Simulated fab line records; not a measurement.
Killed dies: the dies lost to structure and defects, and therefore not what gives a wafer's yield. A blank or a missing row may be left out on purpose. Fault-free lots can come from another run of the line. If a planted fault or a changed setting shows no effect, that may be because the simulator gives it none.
Which of the tools did it? || flow n5Finfet || 11 lots with 33 wafers sampled at 5 steps, on a route of 1938 steps

WHAT EACH GAUGE READ, for each wafer
N5_BEOL_M5_RS_MEAS_57: measures by four-point-probe.
{"lot": "L410", "measured": "day 8 15:24", "on": "filmMetro-02", "M5_RS (ohm/sq)": "0.375 0.377 0.380"}
{"lot": "L409", "measured": "day 8 19:53", "on": "filmMetro-01", "M5_RS (ohm/sq)": "0.384 0.366 0.387"}
{"lot": "L411", "measured": "day 8 23:23", "on": "filmMetro-02", "M5_RS (ohm/sq)": "0.379 0.387 0.369"}
{"lot": "L414", "measured": "day 9 22:54", "on": "filmMetro-02", "M5_RS (ohm/sq)": "0.372 0.385 0.407"}
{"lot": "L418", "measured": "day 10 23:35", "on": "filmMetro-01", "M5_RS (ohm/sq)": "0.381 0.374 0.376"}
{"lot": "L421", "measured": "day 11 21:06", "on": "filmMetro-01", "M5_RS (ohm/sq)": "0.389 0.378 0.386"}
{"lot": "L426", "measured": "day 13 08:41", "on": "filmMetro-02", "M5_RS (ohm/sq)": "0.415 0.408 0.420"}
{"lot": "L427", "measured": "day 13 13:35", "on": "filmMetro-01", "M5_RS (ohm/sq)": "0.365 0.389 0.374"}
{"lot": "L432", "measured": "day 14 05:44", "on": "filmMetro-01", "M5_RS (ohm/sq)": "0.382 0.373 0.374"}
{"lot": "L430", "measured": "day 14 07:34", "on": "filmMetro-02", "M5_RS (ohm/sq)": "0.413 0.368 0.413"}
{"lot": "L431", "measured": "day 14 15:11", "on": "filmMetro-02", "M5_RS (ohm/sq)": "0.409 0.388 0.376"}

N5_BEOL_M6_THK_MEAS_01.
{"lot": "L410", "measured": "day 8 16:05", "on": "filmMetro-01", "M6_ILD_THK (nm)": "150.5 152.8 154.1"}
{"lot": "L409", "measured": "day 8 20:32", "on": "filmMetro-01", "M6_ILD_THK (nm)": "150.3 153.0 152.5"}
{"lot": "L411", "measured": "day 9 00:01", "on": "filmMetro-01", "M6_ILD_THK (nm)": "150.0 152.9 154.4"}
{"lot": "L414", "measured": "day 9 23:32", "on": "filmMetro-02", "M6_ILD_THK (nm)": "152.6 154.7 154.9"}
{"lot": "L418", "measured": "day 11 00:13", "on": "filmMetro-01", "M6_ILD_THK (nm)": "150.1 152.9 153.8"}
{"lot": "L421", "measured": "day 11 21:48", "on": "filmMetro-02", "M6_ILD_THK (nm)": "155.8 155.2 157.5"}
{"lot": "L426", "measured": "day 13 09:20", "on": "filmMetro-01", "M6_ILD_THK (nm)": "132.0 149.4 153.7"}
{"lot": "L427", "measured": "day 13 14:31", "on": "filmMetro-02", "M6_ILD_THK (nm)": "150.4 134.3 150.6"}
{"lot": "L432", "measured": "day 14 06:52", "on": "filmMetro-02", "M6_ILD_THK (nm)": "152.7 158.1 157.3"}
{"lot": "L430", "measured": "day 14 08:13", "on": "filmMetro-01", "M6_ILD_THK (nm)": "155.9 157.5 157.1"}
{"lot": "L431", "measured": "day 14 15:49", "on": "filmMetro-02", "M6_ILD_THK (nm)": "156.7 158.2 160.0"}

EACH LOT AND THE TOOL THAT RAN IT (in order: tool; ch and the chambers of the sampled wafers; start)
{"lot": "L410", "N5_BEOL_M5_SPUTTER_90": "pvdSputter-03, day 8 14:20", "N5_BEOL_M5_CO_CAP_78": "cvdCo-02 ch 0,1,2, day 8 15:13", "N5_BEOL_M6_ILD_DEP_00": "pecvd-01 ch 0,2, day 8 15:28"}
{"lot": "L409", "N5_BEOL_M5_SPUTTER_90": "pvdSputter-03, day 8 18:46", "N5_BEOL_M5_CO_CAP_78": "cvdCo-01 ch 0,1,2, day 8 19:43", "N5_BEOL_M6_ILD_DEP_00": "pecvd-01 ch 0,1, day 8 19:58"}
{"lot": "L411", "N5_BEOL_M5_SPUTTER_90": "pvdSputter-01, day 8 22:20", "N5_BEOL_M5_CO_CAP_78": "cvdCo-02 ch 0,1,2, day 8 23:12", "N5_BEOL_M6_ILD_DEP_00": "pecvd-01 ch 0,1, day 8 23:27"}
{"lot": "L414", "N5_BEOL_M5_SPUTTER_90": "pvdSputter-01, day 9 21:50", "N5_BEOL_M5_CO_CAP_78": "cvdCo-02 ch 1,2, day 9 22:42", "N5_BEOL_M6_ILD_DEP_00": "pecvd-01 ch 0,1, day 9 22:58"}
{"lot": "L418", "N5_BEOL_M5_SPUTTER_90": "pvdSputter-02, day 10 22:32", "N5_BEOL_M5_CO_CAP_78": "cvdCo-01 ch 0,2, day 10 23:24", "N5_BEOL_M6_ILD_DEP_00": "pecvd-02 ch 1,2, day 10 23:39"}
{"lot": "L421", "N5_BEOL_M5_SPUTTER_90": "pvdSputter-03, day 11 19:44", "N5_BEOL_M5_CO_CAP_78": "cvdCo-01 ch 0,1,2, day 11 20:55", "N5_BEOL_M6_ILD_DEP_00": "pecvd-04 ch 0,2, day 11 21:10"}
{"lot": "L426", "N5_BEOL_M5_SPUTTER_90": "pvdSputter-01, day 13 07:38", "N5_BEOL_M5_CO_CAP_78": "cvdCo-02 ch 0,2, day 13 08:31", "N5_BEOL_M6_ILD_DEP_00": "pecvd-01 ch 0,1,2, day 13 08:45"}
{"lot": "L427", "N5_BEOL_M5_SPUTTER_90": "pvdSputter-02, day 13 12:21", "N5_BEOL_M5_CO_CAP_78": "cvdCo-01 ch 0,2, day 13 13:24", "N5_BEOL_M6_ILD_DEP_00": "pecvd-01 ch 1,2, day 13 13:39"}
{"lot": "L432", "N5_BEOL_M5_SPUTTER_90": "pvdSputter-01, day 14 04:41", "N5_BEOL_M5_CO_CAP_78": "cvdCo-02 ch 0,2, day 14 05:34", "N5_BEOL_M6_ILD_DEP_00": "pecvd-04 ch 0,1,2, day 14 05:48"}
{"lot": "L430", "N5_BEOL_M5_SPUTTER_90": "pvdSputter-03, day 14 06:25", "N5_BEOL_M5_CO_CAP_78": "cvdCo-02 ch 0,1,2, day 14 07:23", "N5_BEOL_M6_ILD_DEP_00": "pecvd-02 ch 0,1,2, day 14 07:38"}
{"lot": "L431", "N5_BEOL_M5_SPUTTER_90": "pvdSputter-03, day 14 14:06", "N5_BEOL_M5_CO_CAP_78": "cvdCo-02 ch 0,2, day 14 14:58", "N5_BEOL_M6_ILD_DEP_00": "pecvd-02 ch 0,1,2, day 14 15:15"}
- N5_BEOL_M5_SPUTTER_90: material Cu, target thk 4.5 nm, time 8.29 s.
- N5_BEOL_M5_CO_CAP_78: material Co, precursor CCTBA/H2, target thk 2 nm, time 102.1 s.
- N5_BEOL_M6_ILD_DEP_00: deposits SiCOH lowk from DEMS/porogen, target thk 179.75 nm, time 33.4 s.

WHAT THE TOOLS THEMSELVES READ (means of the sampled wafers that have a number; where no wafer has one, the mark that the record gives instead)
N5_BEOL_M5_SPUTTER_90.
{"lot": "L410", "tool": "pvdSputter-03", "chuckSensorTempC (C)": -16.0, "throttleValvePct (%)": 30.5}
{"lot": "L409", "tool": "pvdSputter-03", "chuckSensorTempC (C)": -15.9, "throttleValvePct (%)": 29.1}
{"lot": "L411", "tool": "pvdSputter-01", "chuckSensorTempC (C)": -16.0, "throttleValvePct (%)": 29.4}
{"lot": "L414", "tool": "pvdSputter-01", "chuckSensorTempC (C)": -16.0, "throttleValvePct (%)": 29.4}
{"lot": "L418", "tool": "pvdSputter-02", "chuckSensorTempC (C)": -15.8, "throttleValvePct (%)": 30.6}
{"lot": "L421", "tool": "pvdSputter-03", "chuckSensorTempC (C)": -15.8, "throttleValvePct (%)": 30.0}
{"lot": "L426", "tool": "pvdSputter-01", "chuckSensorTempC (C)": -16.1, "throttleValvePct (%)": 29.4}
{"lot": "L427", "tool": "pvdSputter-02", "chuckSensorTempC (C)": -16.0, "throttleValvePct (%)": 29.5}
{"lot": "L432", "tool": "pvdSputter-01", "chuckSensorTempC (C)": -16.0, "throttleValvePct (%)": 29.5}
{"lot": "L430", "tool": "pvdSputter-03", "chuckSensorTempC (C)": -16.1, "throttleValvePct (%)": 29.6}
{"lot": "L431", "tool": "pvdSputter-03", "chuckSensorTempC (C)": -15.6, "throttleValvePct (%)": 29.5}

N5_BEOL_M5_CO_CAP_78.
{"lot": "L410", "tool": "cvdCo-02", "heaterPowerW (W)": 264}
{"lot": "L409", "tool": "cvdCo-01", "heaterPowerW (W)": 250}
{"lot": "L411", "tool": "cvdCo-02", "heaterPowerW (W)": 265}
{"lot": "L414", "tool": "cvdCo-02", "heaterPowerW (W)": 247}
{"lot": "L418", "tool": "cvdCo-01", "heaterPowerW (W)": 247}
{"lot": "L421", "tool": "cvdCo-01", "heaterPowerW (W)": 244}
{"lot": "L426", "tool": "cvdCo-02", "heaterPowerW (W)": 263}
{"lot": "L427", "tool": "cvdCo-01", "heaterPowerW (W)": 247}
{"lot": "L432", "tool": "cvdCo-02", "heaterPowerW (W)": 264}
{"lot": "L430", "tool": "cvdCo-02", "heaterPowerW (W)": 269}
{"lot": "L431", "tool": "cvdCo-02", "heaterPowerW (W)": 267}

N5_BEOL_M6_ILD_DEP_00.
{"lot": "L410", "tool": "pecvd-01", "heaterPowerW (W)": 316, "showerheadPlenumPTorr (Torr)": 5.736, "throttleValvePct (%)": 12.7}
{"lot": "L409", "tool": "pecvd-01", "heaterPowerW (W)": 256, "showerheadPlenumPTorr (Torr)": 5.734, "throttleValvePct (%)": 13.7}
{"lot": "L411", "tool": "pecvd-01", "heaterPowerW (W)": 235, "showerheadPlenumPTorr (Torr)": 5.736, "throttleValvePct (%)": 13.7}
{"lot": "L414", "tool": "pecvd-01", "heaterPowerW (W)": 266, "showerheadPlenumPTorr (Torr)": 5.736, "throttleValvePct (%)": 13.7}
{"lot": "L418", "tool": "pecvd-02", "heaterPowerW (W)": 289, "showerheadPlenumPTorr (Torr)": 5.726, "throttleValvePct (%)": 13.5}
{"lot": "L421", "tool": "pecvd-04", "heaterPowerW (W)": 267, "showerheadPlenumPTorr (Torr)": 5.735, "throttleValvePct (%)": 13.2}
{"lot": "L426", "tool": "pecvd-01", "heaterPowerW (W)": 282, "showerheadPlenumPTorr (Torr)": 5.747, "throttleValvePct (%)": 13.8}
{"lot": "L427", "tool": "pecvd-01", "heaterPowerW (W)": 343, "showerheadPlenumPTorr (Torr)": 5.754, "throttleValvePct (%)": 13.8}
{"lot": "L432", "tool": "pecvd-04", "heaterPowerW (W)": 265, "showerheadPlenumPTorr (Torr)": 5.748, "throttleValvePct (%)": 14.3}
{"lot": "L430", "tool": "pecvd-02", "heaterPowerW (W)": 244, "showerheadPlenumPTorr (Torr)": 5.731, "throttleValvePct (%)": 13.8}
{"lot": "L431", "tool": "pecvd-02", "heaterPowerW (W)": 249, "showerheadPlenumPTorr (Torr)": 5.731, "throttleValvePct (%)": 14.0}

THE ANSWER, worked out from the rows above alone
Rule: what is usual is taken from the lots themselves. The widest of any qualifying gaps counts: lots, ordered by their means at a reading, are off when they make up no more than a third of the lots, leave a main group of 4 or more, and stand apart from it by 3 or more times the standard deviation of that group's means. If all means in a main group match to the digits the tables above print for the reading, that group is not used. A lot without any number at a reading at which 4 lots or more have one is off too. All remaining lots with rows at the step are treated as sound. The gauges are gone through in route order, then the tools' own readings, and for those a lot's mean is taken as printed above. At the first step where some lot is off, the reading lying furthest off is the one used; lots without a number count as furthest.
Off: L426, L427, at N5_BEOL_M6_THK_MEAS_01 (M6_ILD_THK). For the main group the mean is 154.5 nm and the standard deviation 2.2.
If a tool, at a process step before that reading, ran all the lots that are off and no sound lot after the first of them, it fits. The gauges at N5_BEOL_M6_THK_MEAS_01 aren't tried: what is off there is off at N5_BEOL_M6_ILD_DEP_00 too, on other tools, and a gauge's error can't cause that. One fits: pecvd-01 at N5_BEOL_M6_ILD_DEP_00. A fault onset in the window from L414 (day 9 22:58, its last sound lot) to L426 (day 13 08:45, its first lot off) fits.

WHAT THE SIMULATOR HAD PUT IN
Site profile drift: pecvd-01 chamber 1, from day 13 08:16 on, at N5_BEOL_M6_ILD_DEP_00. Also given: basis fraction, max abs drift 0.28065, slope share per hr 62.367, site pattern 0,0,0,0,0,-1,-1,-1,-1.
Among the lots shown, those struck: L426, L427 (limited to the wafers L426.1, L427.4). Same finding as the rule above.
